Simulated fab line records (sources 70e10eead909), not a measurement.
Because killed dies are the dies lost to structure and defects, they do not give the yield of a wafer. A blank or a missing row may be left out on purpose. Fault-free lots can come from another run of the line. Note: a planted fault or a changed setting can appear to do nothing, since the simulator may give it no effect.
Which tool is to blame? :: flow nandHarc :: 13 lots with 37 wafers sampled at 5 steps, on a route of 1302 steps

== WHAT THE GAUGES SHOWED, per wafer ==
NHARC_END_SORT_01. Usual: killedAtArray 49, standard deviation 18; killedAtOther 0.7, standard deviation 1.1; killedAtPeriphery 4.0, standard deviation 2.6; killedDies 54, standard deviation 19; killedOpen 3.4, standard deviation 1.7; killedShort 2.5, standard deviation 1.7.
lot: L282
measured: day 25 14:19
on: prober-02
killedAtArray: 62 66 58
killedAtOther: 0 2 0
killedAtPeriphery: 2 3 2
killedDies: 64 71 60
killedOpen: 3 3 2
killedShort: 3 3 2
flag: 

lot: L284
measured: day 26 04:15
on: prober-02
killedAtArray: 52 58 63
killedAtOther: 0 0 0
killedAtPeriphery: 0 3 4
killedDies: 52 61 67
killedOpen: 8 6 2
killedShort: 4 1 1
flag: 

lot: L283
measured: day 26 03:28
on: prober-01
killedAtArray: 29 52 22
killedAtOther: 0 1 2
killedAtPeriphery: 2 2 0
killedDies: 31 55 24
killedOpen: 2 1 0
killedShort: 0 2 0
flag: 

lot: L285
measured: day 27 09:05
on: prober-02
killedAtArray: 78 60 77
killedAtOther: 2 1 1
killedAtPeriphery: 1 5 5
killedDies: 81 66 83
killedOpen: 3 2 4
killedShort: 3 1 1
flag: 

lot: L286
measured: day 28 02:23
on: prober-02
killedAtArray: 53 48 74
killedAtOther: 2 2 0
killedAtPeriphery: 5 4 7
killedDies: 60 54 81
killedOpen: 5 3 6
killedShort: 3 2 2
flag: 

lot: L288
measured: day 29 13:53
on: prober-02
killedAtArray: 672
killedAtOther: 3
killedAtPeriphery: 2
killedDies: 677
killedOpen: 3
killedShort: 2
flag: OFF

lot: L289
measured: day 28 12:16
on: prober-01
killedAtArray: 64 90 671
killedAtOther: 0 0 0
killedAtPeriphery: 6 4 6
killedDies: 70 94 677
killedOpen: 2 4 4
killedShort: 0 2 1
flag: OFF

lot: L299
measured: day 33 04:19
on: prober-02
killedAtArray: 48 65 32
killedAtOther: 4 3 3
killedAtPeriphery: 3 5 4
killedDies: 55 73 39
killedOpen: 3 3 4
killedShort: 2 7 1
flag: 

== TOOL THAT RAN EACH LOT (tool first, then ch and the chambers of the sampled wafers, then the start) ==
lot: L279
NHARC_A_STAIRCASE_DEP_259: pecvd-01 ch 0,1, day 16 11:08
NHARC_A_STAIRCASE_STRIP_274: rieDiel-03 ch 0,1,3, day 16 17:51 or earlier
NHARC_A_STAIRCASE_DEP_280: pecvd-01 ch 0,1,2, day 16 17:51
NHARC_A_STAIRCASE_ETCH_294: rieDiel-08 ch 0,1,3, no start

lot: L281
NHARC_A_STAIRCASE_DEP_259: pecvd-03 ch 0,2, day 17 15:55
NHARC_A_STAIRCASE_STRIP_274: rieDiel-08 ch 1,2,3, day 18 00:50 or earlier
NHARC_A_STAIRCASE_DEP_280: pecvd-04 ch 1,2, day 18 00:50
NHARC_A_STAIRCASE_ETCH_294: rieDiel-08 ch 0,1, no start

lot: L282
NHARC_A_STAIRCASE_DEP_259: pecvd-01 ch 1,2, day 17 17:46
NHARC_A_STAIRCASE_STRIP_274: rieDiel-03 ch 0,1,3, day 18 01:00 or earlier
NHARC_A_STAIRCASE_DEP_280: pecvd-04 ch 0,1,2, day 18 01:00
NHARC_A_STAIRCASE_ETCH_294: rieDiel-03 ch 0,2,3, day 25 14:19 or earlier

lot: L284
NHARC_A_STAIRCASE_DEP_259: pecvd-04 ch 1,2, day 18 11:24
NHARC_A_STAIRCASE_STRIP_274: rieDiel-03 ch 0,1,2, day 18 19:26 or earlier
NHARC_A_STAIRCASE_DEP_280: pecvd-01 ch 0,1, day 18 19:26
NHARC_A_STAIRCASE_ETCH_294: rieDiel-09 ch 0,1,2, day 26 04:15 or earlier

lot: L283
NHARC_A_STAIRCASE_DEP_259: pecvd-04 ch 1,2, day 18 11:42
NHARC_A_STAIRCASE_STRIP_274: rieDiel-09 ch 1,2,3, day 18 19:24 or earlier
NHARC_A_STAIRCASE_DEP_280: pecvd-03 ch 0,1, day 18 19:24
NHARC_A_STAIRCASE_ETCH_294: rieDiel-08 ch 0,2,3, day 26 03:28 or earlier

lot: L285
NHARC_A_STAIRCASE_DEP_259: pecvd-01 ch 0,1,2, day 19 07:11
NHARC_A_STAIRCASE_STRIP_274: rieDiel-03 ch 0,1,3, day 19 13:35 or earlier
NHARC_A_STAIRCASE_DEP_280: pecvd-01 ch 0,1,2, day 19 13:35
NHARC_A_STAIRCASE_ETCH_294: rieDiel-09 ch 0,2,3, day 27 09:05 or earlier

lot: L286
NHARC_A_STAIRCASE_DEP_259: pecvd-01 ch 0,1,2, day 19 17:02
NHARC_A_STAIRCASE_STRIP_274: rieDiel-08 ch 1,2,3, day 19 23:31 or earlier
NHARC_A_STAIRCASE_DEP_280: pecvd-03 ch 0,1,2, day 19 23:31
NHARC_A_STAIRCASE_ETCH_294: rieDiel-09 ch 1,2,3, day 28 02:23 or earlier

lot: L288
NHARC_A_STAIRCASE_DEP_259: pecvd-01 ch 0, day 20 17:11
NHARC_A_STAIRCASE_STRIP_274: rieDiel-03 ch 3, day 21 11:55 or earlier
NHARC_A_STAIRCASE_DEP_280: pecvd-03 ch 0, day 21 11:55
NHARC_A_STAIRCASE_ETCH_294: rieDiel-09 ch 3, day 29 13:53 or earlier

lot: L289
NHARC_A_STAIRCASE_DEP_259: pecvd-01 ch 0,1,2, day 20 17:36
NHARC_A_STAIRCASE_STRIP_274: rieDiel-09 ch 1,2,3, day 21 02:10 or earlier
NHARC_A_STAIRCASE_DEP_280: pecvd-01 ch 0,1,2, day 21 02:10
NHARC_A_STAIRCASE_ETCH_294: rieDiel-08 ch 0,1,3, day 28 12:16 or earlier

lot: L298
NHARC_A_STAIRCASE_DEP_259: pecvd-04 ch 0,1,2, day 24 12:59
NHARC_A_STAIRCASE_STRIP_274: rieDiel-03 ch 0,1,2, day 24 21:41 or earlier
NHARC_A_STAIRCASE_DEP_280: pecvd-01 ch 1,2, day 24 21:41
NHARC_A_STAIRCASE_ETCH_294: rieDiel-09 ch 0,2,3, no start

lot: L299
NHARC_A_STAIRCASE_DEP_259: pecvd-04 ch 0,1,2, day 25 02:36
NHARC_A_STAIRCASE_STRIP_274: rieDiel-08 ch 0,1,2, day 25 09:07 or earlier
NHARC_A_STAIRCASE_DEP_280: pecvd-04 ch 0,1,2, day 25 09:07
NHARC_A_STAIRCASE_ETCH_294: rieDiel-09 ch 0,1,3, day 33 04:19 or earlier

lot: L300
NHARC_A_STAIRCASE_DEP_259: pecvd-03 ch 0,1,2, day 25 15:23
NHARC_A_STAIRCASE_STRIP_274: rieDiel-08 ch 0,1,3, day 25 21:17 or earlier
NHARC_A_STAIRCASE_DEP_280: pecvd-03 ch 0,1,2, day 25 21:17
NHARC_A_STAIRCASE_ETCH_294: rieDiel-08 ch 1,2,3, no start

lot: L301
NHARC_A_STAIRCASE_DEP_259: pecvd-04 ch 0,1,2, day 25 17:37
NHARC_A_STAIRCASE_STRIP_274: rieDiel-08 ch 0,2,3, day 25 23:34 or earlier
NHARC_A_STAIRCASE_DEP_280: pecvd-01 ch 0,1,2, day 25 23:34
NHARC_A_STAIRCASE_ETCH_294: rieDiel-03 ch 0,1, no start
- NHARC_A_STAIRCASE_DEP_259: deposits SiON, target thk 30 nm.
- NHARC_A_STAIRCASE_STRIP_274: strips in O2.
- NHARC_A_STAIRCASE_DEP_280: deposits SiON, target thk 30 nm.
- NHARC_A_STAIRCASE_ETCH_294: etches the open film in C4F8/O2/Ar, target depth 4989 nm, time 1211.6 s.

== AS READ BY THE TOOLS THEMSELVES (means over the sampled wafers that have a number; for cases with no such wafer, the mark the record gives instead) ==
NHARC_A_STAIRCASE_DEP_259. Usual: heaterPowerW 730 W, standard deviation 75.
lot: L279
tool: pecvd-01
heaterPowerW (W): 723
flag: 

lot: L281
tool: pecvd-03
heaterPowerW (W): 715
flag: 

lot: L282
tool: pecvd-01
heaterPowerW (W): 709
flag: 

lot: L284
tool: pecvd-04
heaterPowerW (W): 742
flag: 

lot: L283
tool: pecvd-04
heaterPowerW (W): 782
flag: 

lot: L285
tool: pecvd-01
heaterPowerW (W): 724
flag: 

lot: L286
tool: pecvd-01
heaterPowerW (W): 807
flag: 

lot: L288
tool: pecvd-01
heaterPowerW (W): 861
flag: 

lot: L289
tool: pecvd-01
heaterPowerW (W): 772
flag: 

lot: L298
tool: pecvd-04
heaterPowerW (W): 710
flag: 

lot: L299
tool: pecvd-04
heaterPowerW (W): 688
flag: 

lot: L300
tool: pecvd-03
heaterPowerW (W): 717
flag: 

lot: L301
tool: pecvd-04
heaterPowerW (W): 689
flag: 

NHARC_A_STAIRCASE_STRIP_274. Usual: chamberPressureMTorr 60.00 mTorr, standard deviation 0.053; drypumpMotorCurrentA 5.6 A, standard deviation 0.44; oesProductAu 1.002 a.u., standard deviation 0.012; rfVppV 57.8 V, standard deviation 0.9; showerheadPlenumPTorr 3.53 Torr, standard deviation 0.12; throttleValvePct 17.036 %, standard deviation 0.0097.
lot: L279
tool: rieDiel-03
chamberPressureMTorr (mTorr): 60.04
drypumpMotorCurrentA (A): 5.7
oesProductAu (a.u.): 1.013
rfVppV (V): 57.4
showerheadPlenumPTorr (Torr): 3.57
throttleValvePct (%): 17.033
flag: 

lot: L281
tool: rieDiel-08
chamberPressureMTorr (mTorr): 60.00
drypumpMotorCurrentA (A): 5.5
oesProductAu (a.u.): 0.997
rfVppV (V): 57.5
showerheadPlenumPTorr (Torr): 3.56
throttleValvePct (%): 17.032
flag: 

lot: L282
tool: rieDiel-03
chamberPressureMTorr (mTorr): 59.99
drypumpMotorCurrentA (A): 5.7
oesProductAu (a.u.): 1.012
rfVppV (V): 58.1
showerheadPlenumPTorr (Torr): 3.57
throttleValvePct (%): 17.040
flag: 

lot: L284
tool: rieDiel-03
chamberPressureMTorr (mTorr): 60.00
drypumpMotorCurrentA (A): 5.4
oesProductAu (a.u.): 1.013
rfVppV (V): 57.5
showerheadPlenumPTorr (Torr): 3.46
throttleValvePct (%): 17.038
flag: 

lot: L283
tool: rieDiel-09
chamberPressureMTorr (mTorr): 60.01
drypumpMotorCurrentA (A): 5.9
oesProductAu (a.u.): 0.998
rfVppV (V): 57.6
showerheadPlenumPTorr (Torr): 3.54
throttleValvePct (%): 17.029
flag: 

lot: L285
tool: rieDiel-03
chamberPressureMTorr (mTorr): 60.03
drypumpMotorCurrentA (A): 5.7
oesProductAu (a.u.): 1.007
rfVppV (V): 58.3
showerheadPlenumPTorr (Torr): 3.56
throttleValvePct (%): 17.038
flag: 

lot: L286
tool: rieDiel-08
chamberPressureMTorr (mTorr): 59.99
drypumpMotorCurrentA (A): 5.4
oesProductAu (a.u.): 0.993
rfVppV (V): 58.2
showerheadPlenumPTorr (Torr): 3.56
throttleValvePct (%): 17.032
flag: 

lot: L288
tool: rieDiel-03
chamberPressureMTorr (mTorr): 60.01
drypumpMotorCurrentA (A): 5.7
oesProductAu (a.u.): 1.020
rfVppV (V): 56.9
showerheadPlenumPTorr (Torr): 3.77
throttleValvePct (%): 17.032
flag: 

lot: L289
tool: rieDiel-09
chamberPressureMTorr (mTorr): 59.99
drypumpMotorCurrentA (A): 5.9
oesProductAu (a.u.): 0.984
rfVppV (V): 58.2
showerheadPlenumPTorr (Torr): 3.53
throttleValvePct (%): 17.042
flag: 

lot: L298
tool: rieDiel-03
chamberPressureMTorr (mTorr): 59.93
drypumpMotorCurrentA (A): 5.4
oesProductAu (a.u.): 1.006
rfVppV (V): 56.9
showerheadPlenumPTorr (Torr): 3.43
throttleValvePct (%): 17.043
flag: 

lot: L299
tool: rieDiel-08
chamberPressureMTorr (mTorr): 60.01
drypumpMotorCurrentA (A): 5.6
oesProductAu (a.u.): 0.997
rfVppV (V): 57.5
showerheadPlenumPTorr (Torr): 3.54
throttleValvePct (%): 17.043
flag: 

lot: L300
tool: rieDiel-08
chamberPressureMTorr (mTorr): 60.04
drypumpMotorCurrentA (A): 5.4
oesProductAu (a.u.): 0.991
rfVppV (V): 58.3
showerheadPlenumPTorr (Torr): 3.61
throttleValvePct (%): 17.047
flag: 

lot: L301
tool: rieDiel-08
chamberPressureMTorr (mTorr): 60.05
drypumpMotorCurrentA (A): 5.4
oesProductAu (a.u.): 1.003
rfVppV (V): 58.6
showerheadPlenumPTorr (Torr): 3.48
throttleValvePct (%): 17.035
flag: 

NHARC_A_STAIRCASE_DEP_280. Usual: heaterPowerW 728 W, standard deviation 72.
lot: L279
tool: pecvd-01
heaterPowerW (W): 729
flag: 

lot: L281
tool: pecvd-04
heaterPowerW (W): 729
flag: 

lot: L282
tool: pecvd-04
heaterPowerW (W): 708
flag: 

lot: L284
tool: pecvd-01
heaterPowerW (W): 780
flag: 

lot: L283
tool: pecvd-03
heaterPowerW (W): 768
flag: 

lot: L285
tool: pecvd-01
heaterPowerW (W): 791
flag: 

lot: L286
tool: pecvd-03
heaterPowerW (W): 674
flag: 

lot: L288
tool: pecvd-03
heaterPowerW (W): 746
flag: 

lot: L289
tool: pecvd-01
heaterPowerW (W): 774
flag: 

lot: L298
tool: pecvd-01
heaterPowerW (W): 735
flag: 

lot: L299
tool: pecvd-04
heaterPowerW (W): 694
flag: 

lot: L300
tool: pecvd-03
heaterPowerW (W): 679
flag: 

lot: L301
tool: pecvd-01
heaterPowerW (W): 742
flag: 

NHARC_A_STAIRCASE_ETCH_294. Usual: chamberPressureMTorr 24.999 mTorr, standard deviation 0.025; oesProductAu 0.933 a.u., standard deviation 0.012; rfVppV 1827 V, standard deviation 8.4.
lot: L279
tool: rieDiel-08
chamberPressureMTorr (mTorr): 25.007
oesProductAu (a.u.): 0.947
rfVppV (V): 1835
flag: 

lot: L281
tool: rieDiel-08
chamberPressureMTorr (mTorr): 25.013
oesProductAu (a.u.): 0.925
rfVppV (V): 1839
flag: 

lot: L282
tool: rieDiel-03
chamberPressureMTorr (mTorr): 24.994
oesProductAu (a.u.): 0.936
rfVppV (V): 1829
flag: 

lot: L284
tool: rieDiel-09
chamberPressureMTorr (mTorr): 25.012
oesProductAu (a.u.): 0.932
rfVppV (V): 1827
flag: 

lot: L283
tool: rieDiel-08
chamberPressureMTorr (mTorr): 25.002
oesProductAu (a.u.): 0.935
rfVppV (V): 1825
flag: 

lot: L285
tool: rieDiel-09
chamberPressureMTorr (mTorr): 25.006
oesProductAu (a.u.): 0.921
rfVppV (V): 1827
flag: 

lot: L286
tool: rieDiel-09
chamberPressureMTorr (mTorr): 25.003
oesProductAu (a.u.): 0.916
rfVppV (V): 1827
flag: 

lot: L288
tool: rieDiel-09
chamberPressureMTorr (mTorr): 25.015
oesProductAu (a.u.): 0.931
rfVppV (V): 1825
flag: 

lot: L289
tool: rieDiel-08
chamberPressureMTorr (mTorr): 25.018
oesProductAu (a.u.): 0.936
rfVppV (V): 1834
flag: 

lot: L298
tool: rieDiel-09
chamberPressureMTorr (mTorr): 25.034
oesProductAu (a.u.): 0.926
rfVppV (V): 1825
flag: 

lot: L299
tool: rieDiel-09
chamberPressureMTorr (mTorr): 24.974
oesProductAu (a.u.): 0.932
rfVppV (V): 1822
flag: 

lot: L300
tool: rieDiel-08
chamberPressureMTorr (mTorr): 25.023
oesProductAu (a.u.): 0.928
rfVppV (V): 1827
flag: 

lot: L301
tool: rieDiel-03
chamberPressureMTorr (mTorr): 25.005
oesProductAu (a.u.): 0.940
rfVppV (V): 1817
flag: 

== THE ANSWER, worked out from the rows above alone ==
Rule: lot off if the mean of its wafers having a number is beyond 3 standard deviations from the usual mean. Also off: a lot with no number at a reading for which 4 or more lots have one. Where the step has rows for the other lots, those lots are counted as sound. After the gauges, taken in route order, come the tools' own readings; for these a lot's mean is taken, as printed above. At the first step where some lot is off, the reading lying furthest off is the one used; lots without a number count as furthest.
Off, at NHARC_END_SORT_01 on killedAtArray: L288, L289. Neither off nor sound, because the step has no rows for them: L279, L281, L298, L300, L301.
A tool fits if, at a process step before that reading, it ran every lot that is off, and no sound lot after the first of them. The gauges at NHARC_END_SORT_01 are tried like those tools. NHARC_A_STAIRCASE_STRIP_274: start missing for some lots; hours and lot order therefore follow NHARC_A_STAIRCASE_DEP_280. NHARC_A_STAIRCASE_ETCH_294: start missing for some lots; hours and lot order therefore follow NHARC_END_SORT_01. One fits: NHARC_A_STAIRCASE_DEP_259 on pecvd-01. A fault onset in the window from L286 (day 19 17:02, its last sound lot) to L288 (day 20 17:11, its first lot off) fits.

== WHAT THE SIMULATOR PUT IN ==
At NHARC_A_STAIRCASE_DEP_259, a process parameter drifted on pecvd-01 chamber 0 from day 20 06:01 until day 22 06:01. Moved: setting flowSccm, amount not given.
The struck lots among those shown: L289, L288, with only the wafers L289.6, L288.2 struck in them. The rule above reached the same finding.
